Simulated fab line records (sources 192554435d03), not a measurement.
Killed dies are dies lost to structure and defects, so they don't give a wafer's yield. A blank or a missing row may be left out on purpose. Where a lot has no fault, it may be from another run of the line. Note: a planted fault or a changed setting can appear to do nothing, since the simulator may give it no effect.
fab line records | flow n5Finfet | part 2 of 2: steps 4 to 6 of 6
record lots=21 wafers=63 lastDay=19
route steps=1938 shown SDB@374 HKMG_FIN@402
lots with no fault: from the same line, run without faults
startH: hours from the record's opening day to when the first of the lot's shown wafers began | waitH: how many hours have passed since the lot's step before this one | " unchanged from the row above | L1.1+2: a row that stands for several wafers | - no value, or no start given | * or withheld: withheld | < > ~ a bound
route shown NAME@n: names a module that has steps shown in the file, with the first one's number in the route | usual: the fault-free wafers' mean and standard deviation | same: alike in all rows | chamber/n: place in a boat | sites: the reading at each site | _std_site: their standard deviation | _edge_site: mean of outer sites minus mean of inner sites | radiusMm: how far each site lies from the wafer's centre | mask NAME#n: copy n | behind: the tool/chamber that last shaped the wafer | hold: cause of the lot's hold/its duration in hours/its outcome | device: the transistor (n, p or np) that didn't switch | end of line: tests run on the same wafers once the route is complete | where a step has no rows: the recipe by itself | killed: not the wafer's yield, but the dies lost to structure and defects at the first sort | map: a wafer's dies, marking killed ones x, the rest . and places with no die _
set.NAME: the setting as run; set.NAME@STEP: as run at that earlier step | model.NAME: the simulator's own value behind a step, which no gauge read
a sample of lots followed through the steps of the route, with each step as a table and each wafer as a row
services: from which hour (startH, from the record's first day; less than 0 if before it) a tool's chamber was out of use, for how many hours, and why
## steps
# step N5_HKMG_FIN_ETCH_86
# recipe chemistry=N2/H2 target=SOC targetDepthA=3932 stopOn=TiN ionEnergyEv=100 biasW=61 pressureMtorr=30 sourceW=850 n2FlowSccm=200 h2FlowSccm=200
# usual drypumpMotorCurrentA=5.9/0.54 oesProductAu=0.78/0.079 rfVppV=241.4/1.3 showerheadPlenumPTorr=2.60/0.082 throttleValvePct=17.79/0.22
# columns lot.wafer tool chamber startH waitH drypumpMotorCurrentA oesProductAu rfHoursCounterH rfVppV showerheadPlenumPTorr throttleValvePct
L075.2 rieDiel-03 2 81.13 - 5.8 0.68 249 238.7 2.40 18.43
L075.4 " 3 " " 6.1 0.79 114 238.8 2.55 17.77
L075.6 " 0 " " 6.5 0.71 - 241.0 2.61 17.85
L076.1 rieDiel-03 1 88.82 - 6.7 0.76 138 242.9 2.66 17.43
L076.2 " 3 " " 6.2 0.79 118 240.8 2.55 17.77
L076.5 " 1 " " 6.7 0.77 - 241.0 2.66 17.42
L077.2 rieDiel-02 2 93.76 - 6.1 0.71 221 239.4 2.41 18.10
L077.4 " 1 " " 5.0 0.94 7 239.1 2.51 17.75
L077.6 " 2 " " 6.1 0.71 - 239.1 2.41 18.09
L078.2 rieDiel-05 0 102.14 - 5.7 0.76 102 242.0 2.68 18.02
L078.3 " 1 " " 4.9 0.91 21 240.0 2.48 17.43
L078.5 " 3 " " 6.4 0.74 - 242.3 2.63 17.87
L079.1 rieDiel-02 0 108.29 - 6.1 0.74 158 241.2 2.64 17.77
L079.2 " 2 " " 6.0 0.70 226 237.9 2.41 18.09
L079.4 " 1 " " 5.0 0.93 12 241.3 2.51 17.76
L080.3 rieDiel-05 2 112.17 - 6.0 0.72 204 240.5 2.63 17.58
L080.5 " 3 " " 6.4 0.73 - 241.7 2.63 17.86
L080.6 " 2 " " 6.0 0.72 - 243.2 2.62 17.59
L081.2 rieDiel-03 0 118.32 - 6.4 0.69 243 242.6 2.61 17.88
L081.3 " 1 " " 6.7 0.75 151 241.9 2.65 17.45
L081.5 " 1 " " 6.7 0.76 - 243.2 2.65 17.45
L082.1 rieDiel-05 0 124.36 - 5.7 0.76 110 242.4 2.68 18.02
L082.3 " 3 " " 6.4 0.73 170 242.8 2.63 17.85
L082.4 " 2 " " 5.9 0.71 208 243.7 2.62 17.60
L083.1 rieDiel-03 1 129.50 - 6.7 0.75 155 241.7 2.65 17.45
L083.3 " 2 " " 5.8 0.92 9 243.3 2.72 18.00
L083.5 " 0 " " 6.4 0.70 - 241.7 2.60 17.88
L085.1 rieDiel-05 0 146.67 - 5.7 0.75 117 243.0 2.68 18.04
L085.4 " 3 " " 6.4 0.72 176 241.4 2.63 17.88
L085.5 " 0 " " 5.7 0.75 - 243.2 2.68 18.04
L086.1 rieDiel-05 3 153.91 - 6.4 0.73 178 241.3 2.63 17.88
L086.3 " 1 " " 4.9 0.88 37 239.9 2.48 17.42
L086.4 " 0 " " 5.7 0.75 119 241.0 2.67 18.04
L087.1 rieDiel-02 0 157.01 - 6.2 0.73 174 240.6 2.64 17.80
L087.2 " 2 " " 6.1 0.69 242 239.1 2.40 18.11
L087.5 " 1 " " 5.0 0.90 - 240.7 2.50 17.79
L088.2 rieDiel-05 3 160.17 - 6.4 0.72 180 241.5 2.63 17.89
L088.3 " 1 " " 4.9 0.88 40 240.6 2.48 17.44
L088.5 " 2 " " 5.9 0.70 - 241.0 2.62 17.60
L089.2 rieDiel-05 3 167.26 - 6.4 0.72 183 241.2 2.63 17.89
L089.3 " 0 " " 5.7 0.75 124 240.8 2.67 18.03
L089.4 " 2 " " 5.9 0.70 222 242.3 2.62 17.62
L091.2 rieDiel-05 0 181.91 - 5.7 0.75 131 241.7 2.67 18.07
L091.5 " 3 " " 6.4 0.72 - 242.1 2.62 17.88
L091.6 " 0 " " 5.7 0.74 - 242.0 2.67 18.05
L092.1 rieDiel-03 0 184.23 - 6.4 0.94 5 240.4 2.60 17.50
L092.5 " 3 " " 6.1 0.75 - 240.6 2.53 17.84
L092.6 " 0 " " 6.4 0.94 - 241.4 2.60 17.48
L093.2 rieDiel-02 3 191.62 - 5.8 0.81 96 241.7 2.67 17.98
L093.4 " 3 " " 5.8 0.81 - 241.4 2.67 18.00
L093.6 " 1 " " 5.0 0.87 - 238.5 2.50 17.81
L094.2 rieDiel-02 1 197.33 - 5.0 0.87 42 240.2 2.49 17.81
L094.5 " 3 " " 5.8 0.82 - 241.6 2.67 18.00
L094.6 " 0 " " 6.1 0.72 - 241.5 2.63 17.83
L095.2 rieDiel-05 0 204.59 - 5.7 0.73 139 241.1 2.67 18.08
L095.5 " 1 " " 4.9 0.86 - 239.7 2.47 17.48
L095.6 " 0 " " 5.7 0.73 - 242.2 2.67 18.08
L096.1 rieDiel-05 3 212.27 - 6.4 0.71 200 242.4 2.62 17.92
L096.3 " 2 " " 5.9 0.68 239 242.6 2.61 17.64
L096.4 " 1 " " 4.9 0.86 60 240.2 2.47 17.47
L097.2 rieDiel-03 1 214.13 - 6.7 0.72 190 243.0 2.63 17.50
L097.3 " 0 " " 6.4 0.89 17 240.6 2.60 17.49
L097.5 " 0 " " 6.4 0.90 - 240.1 2.60 17.52
# step N5_HKMG_FIN_STRIP_90
# recipe chemistry=N2/H2 material=SOC timeS=20 powerW=500 tempC=40 pressureMtorr=50 rfFrequencyHz=6e+07 biasPowerW=8 h2Frac=0.5 n2FlowSccm=300 h2FlowSccm=300
# usual drypumpMotorCurrentA=5.9/0.53 oesProductAu=0.79/0.08 rfVppV=54.4/0.89 showerheadPlenumPTorr=3.44/0.1 throttleValvePct=18.9/0.38
# columns lot.wafer tool chamber startH waitH drypumpMotorCurrentA oesProductAu rfHoursCounterH rfVppV showerheadPlenumPTorr throttleValvePct
L075.2 rieDiel-05 2 82.41 0.0 6.0 0.72 194 53.6 3.47 18.7
L075.4 " 3 " " 6.4 0.75 155 53.3 3.48 18.8
L075.6 " 0 " " 5.7 0.78 - 55.1 3.54 19.4
L076.1 rieDiel-05 1 89.95 0.0 4.9 0.93 16 53.7 3.29 18.3
L076.2 " 2 " " 6.0 0.72 197 56.3 3.47 18.7
L076.5 " 0 " " 5.7 0.77 - 55.1 3.54 19.4
L077.2 rieDiel-03 3 94.91 0.0 6.2 0.81 122 54.0 3.37 18.9
L077.4 " 0 " " 6.4 0.70 - 52.8 3.45 19.1
L077.6 " 1 " " 6.7 0.78 - 54.1 3.50 18.4
L078.2 rieDiel-05 3 103.29 0.0 6.4 0.75 163 53.2 3.48 18.8
L078.3 " 0 " " 5.7 0.78 103 54.3 3.54 19.4
L078.5 " 0 " " 5.7 0.78 - 55.1 3.54 19.4
L079.1 rieDiel-05 0 109.46 0.0 5.7 0.76 106 53.8 3.53 19.4
L079.2 " 2 " " 5.9 0.71 204 53.7 3.46 18.7
L079.4 " 3 " " 6.4 0.74 166 55.6 3.47 18.8
L080.3 rieDiel-03 0 113.53 0.0 6.4 0.70 242 54.8 3.44 19.1
L080.5 " 0 " " 6.4 0.69 - 55.7 3.44 19.1
L080.6 " 3 " " 6.2 0.79 - 55.0 3.36 18.9
L081.2 rieDiel-02 3 119.56 0.0 5.8 0.86 75 54.8 3.54 19.4
L081.3 " 1 " " 5.0 0.91 17 54.7 3.31 19.2
L081.5 " 1 " " 5.0 0.91 - 54.3 3.31 19.2
L082.1 rieDiel-03 1 125.60 0.0 6.7 0.75 154 53.1 3.50 18.4
L082.3 " 0 " " 6.4 0.69 246 53.8 3.44 19.1
L082.4 " 2 " " 5.8 0.94 8 54.7 3.58 19.4
L083.1 rieDiel-02 1 130.76 0.0 5.0 0.90 21 53.8 3.31 19.2
L083.3 " 3 " " 5.8 0.84 79 54.4 3.54 19.4
L083.5 " 2 " " 6.1 0.70 - 53.2 3.18 19.1
L085.1 rieDiel-02 1 147.82 0.0 5.0 0.89 25 52.1 3.31 19.2
L085.4 " 3 " " 5.8 0.84 83 55.8 3.53 19.4
L085.5 " 2 " " 6.1 0.69 - 54.0 3.18 19.1
L086.1 rieDiel-03 3 155.04 0.0 6.2 0.77 146 54.3 3.35 18.9
L086.3 " 2 " " 5.8 0.90 20 53.8 3.58 19.4
L086.4 " 2 " " 5.8 0.90 - 55.6 3.58 19.4
L087.1 rieDiel-05 2 158.21 0.0 5.9 0.71 218 54.9 3.46 18.7
L087.2 " 3 " " 6.4 0.73 180 54.6 3.47 18.9
L087.5 " 2 " " 5.9 0.71 - 54.9 3.46 18.7
L088.2 rieDiel-03 3 161.30 0.0 6.1 0.77 149 54.0 3.35 18.9
L088.3 " 2 " " 5.8 0.90 24 53.0 3.58 19.4
L088.5 " 2 " " 5.8 0.89 - 54.1 3.58 19.4
L089.2 rieDiel-03 3 168.60 0.0 6.1 0.77 152 52.6 3.35 18.9
L089.3 " 1 " " 6.7 0.75 173 54.9 3.48 18.4
L089.4 " 2 " " 5.8 0.89 - 55.0 3.57 19.4
L091.2 rieDiel-05 0 183.09 0.0 5.7 0.74 131 53.5 3.52 19.5
L091.5 " 2 " " 5.9 0.71 - 55.2 3.45 18.7
L091.6 " 1 " " 4.9 0.87 - 54.7 3.27 18.4
L092.1 rieDiel-03 3 185.36 0.0 6.1 0.77 159 53.2 3.35 18.9
L092.5 " 1 " " 6.7 0.73 - 55.5 3.48 18.5
L092.6 " 0 " " 6.4 0.93 - 54.7 3.43 18.7
L093.2 rieDiel-02 0 192.76 0.0 6.2 0.72 185 53.7 3.47 19.0
L093.4 " 3 " " 5.8 0.82 - 53.0 3.53 19.4
L093.6 " 0 " " 6.2 0.71 - 54.9 3.47 19.0
L094.2 rieDiel-03 2 198.47 0.0 5.8 0.87 37 52.9 3.57 19.5
L094.5 " 2 " " 5.8 0.88 - 56.3 3.57 19.5
L094.6 " 1 " " 6.7 0.73 - 54.1 3.48 18.5
L095.2 rieDiel-05 2 205.72 0.0 5.9 0.69 236 54.6 3.45 18.8
L095.5 " 2 " " 6.0 0.69 - 54.8 3.45 18.8
L095.6 " 1 " " 5.0 0.86 - 55.6 3.26 18.4
L096.1 rieDiel-05 1 213.44 0.0 4.9 0.86 61 53.5 3.26 18.4
L096.3 " 0 " " 5.7 0.75 143 54.3 3.51 19.5
L096.4 " 3 " " 6.4 0.72 201 54.5 3.45 18.9
L097.2 rieDiel-05 1 215.33 0.0 4.9 0.86 61 54.7 3.26 18.4
L097.3 " 3 " " 6.4 0.71 201 53.4 3.45 18.9
L097.5 " 1 " " 4.9 0.85 - 54.2 3.26 18.4
# step N5_HKMG_FIN_INSPECT_28
# recipe inspectInstrument=darkfield mode=postCmp
# usual rawDefectCount=40/19
# columns lot.wafer tool chamber startH waitH rawDefectCount
L075.2 defectInspect-01 - 84.34 0.0 29
L075.4 " - " " 16
L075.6 " - " " 21
L076.1 defectInspect-02 - 91.88 0.0 23
L076.2 " - " " 31
L076.5 " - " " 19
L077.2 defectInspect-02 - 96.85 0.0 36
L077.4 " - " " 16
L077.6 " - " " 44
L078.2 defectInspect-02 - 105.22 0.0 27
L078.3 " - " " 24
L078.5 " - " " 31
L079.1 defectInspect-01 - 111.39 0.0 85
L079.2 " - " " 43
L079.4 " - " " 121
L080.3 defectInspect-01 - 115.70 0.0 26
L080.5 " - " " 31
L080.6 " - " " 25
L081.2 defectInspect-01 - 121.51 0.0 30
L081.3 " - " " 22
L081.5 " - " " 28
L082.1 defectInspect-01 - 128.10 0.0 36
L082.3 " - " " 54
L082.4 " - " " 36
L083.1 defectInspect-02 - 132.69 0.0 88
L083.3 " - " " 83
L083.5 " - " " 45
L085.1 defectInspect-02 - 149.75 0.0 41
L085.4 " - " " 38
L085.5 " - " " 36
L086.1 defectInspect-02 - 157.09 0.0 63
L086.3 " - " " 84
L086.4 " - " " 45
L087.1 defectInspect-02 - 160.13 0.0 64
L087.2 " - " " 62
L087.5 " - " " 47
L088.2 defectInspect-02 - 163.24 0.0 54
L088.3 " - " " 45
L088.5 " - " " 31
L089.2 defectInspect-01 - 170.56 0.0 31
L089.3 " - " " 36
L089.4 " - " " 32
L091.2 defectInspect-01 - 185.11 0.0 33
L091.5 " - " " 49
L091.6 " - " " 26
L092.1 defectInspect-01 - 187.29 0.0 26
L092.5 " - " " 27
L092.6 " - " " 23
L093.2 defectInspect-01 - 194.95 0.0 34
L093.4 " - " " 28
L093.6 " - " " 40
L094.2 defectInspect-02 - 200.41 0.0 37
L094.5 " - " " 21
L094.6 " - " " 52
L095.2 defectInspect-01 - 207.66 0.0 76
L095.5 " - " " 44
L095.6 " - " " 49
L096.1 defectInspect-02 - 215.42 0.0 30
L096.3 " - " " 27
L096.4 " - " " 34
L097.2 defectInspect-02 - 217.26 0.0 28
L097.3 " - " " 58
L097.5 " - " " 38
## services
# columns tool chamber startH hours kind
cmp-03 - 59.51 0.5 repair
cmp-04 - 61.47 16.5 repair
cmp-04 - 80.15 4.5 pm
rieDiel-03 2 82.90 - clean
rieDiel-03 2 82.90 - consumableReplace:focusRing
rieDiel-03 2 82.90 - consumableReplace:showerhead
rieDiel-03 2 82.90 22.0 scheduledDown
rieDiel-03 2 82.90 22.0 ventCycle
rieDiel-03 - 99.11 2.8 pm
cmp-02 - 100.79 5.0 pm
cmp-04 - 118.72 4.0 pm
cmp-02 - 124.05 1.7 repair
rieDiel-02 3 127.94 2.0 repair
cmp-03 - 134.35 1.1 repair
cmp-02 - 152.69 6.7 pm
cmp-02 - 161.78 1.0 repair
cmp-03 - 164.44 0.8 repair
cmp-03 - 177.97 0.9 repair
cmp-02 - 178.59 2.0 repair
cmp-02 - 187.59 1.3 repair
rieDiel-05 3 191.40 1.4 repair
cmp-03 - 191.59 4.0 pm
cmp-04 - 199.95 6.6 pm
cmp-03 - 207.61 4.0 pm
